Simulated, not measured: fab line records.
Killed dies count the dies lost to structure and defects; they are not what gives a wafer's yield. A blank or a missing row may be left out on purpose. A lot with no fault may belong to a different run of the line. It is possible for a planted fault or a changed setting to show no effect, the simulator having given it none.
One fault seen from 2 desks	flow n5 finfet	only its own numbers are on each desk; what lay behind them is given at the end

## METROLOGY DESK
What the gauges read, lot by lot, whatever tool the lot ran on: means of the sampled wafers that have a number. A lot is out of limits, marked OUT, if its mean lies more than 4 standard deviations from the usual mean; the brackets give that distance. It has 11 readings, of which 7 appear: the earliest out of limits, and the ones furthest out on some lot.
Columns: A = M3_ILD_THK at N5_BEOL_M3_THK_MEAS_01, usual 78.9 nm; B = DIBL_N at N5_BEOL_M4_RC_MEAS_101, usual 35.9 mV/V; C = IOFF_N at N5_BEOL_M4_RC_MEAS_101, usual 0.149 nA/um; D = IOFF_P at N5_BEOL_M4_RC_MEAS_101, usual 0.20 nA/um; E = ION_N at N5_BEOL_M4_RC_MEAS_101, usual 671 uA/um; F = VT_N at N5_BEOL_M4_RC_MEAS_101, usual 251 mV; G = VT_P at N5_BEOL_M4_RC_MEAS_101, usual -251 mV
lot	first seen here	A	B	C	D	E	F	G
L675	day 7 02:35	79.7	35.7	0.145	0.20	669	253	-250
L677	day 7 17:59	79.7	35.1	0.137	0.17	668	252	-256
L678	day 8 04:13	78.7	33.6	0.123	0.18	667	253	-253
L680	day 8 11:31	79.2	36.2	0.149	0.18	664	251	-255
L681	day 8 14:50	78.7	36.4	0.152	0.22	673	250	-248
L684	day 9 09:59	78.2	37.8	0.195	0.23	686	246	-250
L686	day 9 22:26	103.4 (+25) OUT	35.6	0.142	0.17	665	250	-255
L685	day 10 02:41	79.2	35.9	0.147	0.23	662	251	-249
L689	day 10 14:34	114.3 (+35) OUT	37.1	0.152	0.18	673	252	-253
L695	day 11 22:45	79.9	35.8	0.173	0.22	678	246	-249
L696	day 12 12:52	78.6	38.2	0.190	0.25	687	247	-247
Per this desk, out of limits: L686, L689; the first was L686, day 9 22:26 (M3_ILD_THK at N5_BEOL_M3_THK_MEAS_01). Within limits: L675, L677, L678, L680, L681, L684, L685, L695, L696.

## TOOL OWNER'S DESK, pecvd-04
The tool's own readings at N5_BEOL_M3_ILD_DEP_00 (deposits SiOC from DEMS/O2, target thk 79 nm, time 15.3 s): means of the sampled wafers that have a number, for each lot that ran on this tool. A lot is out of limits, marked OUT, if its mean lies more than 4 standard deviations from the usual mean; the brackets give that distance.
Columns: A = heater power w at N5_BEOL_M3_ILD_DEP_00, usual 530 W; B = showerhead plenum p Torr at N5_BEOL_M3_ILD_DEP_00, usual 5.689 Torr; C = throttle valve pct at N5_BEOL_M3_ILD_DEP_00, usual 11.9 %
lot	first seen here	A	B	C
L677	day 7 17:55	632	5.693	11.9
L681	day 8 14:46	609	5.688	12.1
L684	day 9 09:55	600	5.700	12.5
L686	day 9 22:22	581	5.678	12.5
L689	day 10 14:30	611	5.697	11.9
Finding of this desk: none of the 5 lots has anything out of limits.

## PUT TOGETHER
An alarm was possible from the metrology desk at day 9 22:26, on L686, L689.
The desk of the tool owner found nothing out of limits.
The tool owner's desk has L686, L689 on record, within its limits.
Of the lots named, all ran N5_BEOL_M3_ILD_DEP_00 on pecvd-04.

## WHAT THE SIMULATOR HAD INSERTED
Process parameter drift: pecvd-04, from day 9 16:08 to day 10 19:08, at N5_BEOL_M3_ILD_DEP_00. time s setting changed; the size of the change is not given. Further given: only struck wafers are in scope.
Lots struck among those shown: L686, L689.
Time in hours between the start of the fault and the first out-of-limits reading at each desk: metrology desk, 6.
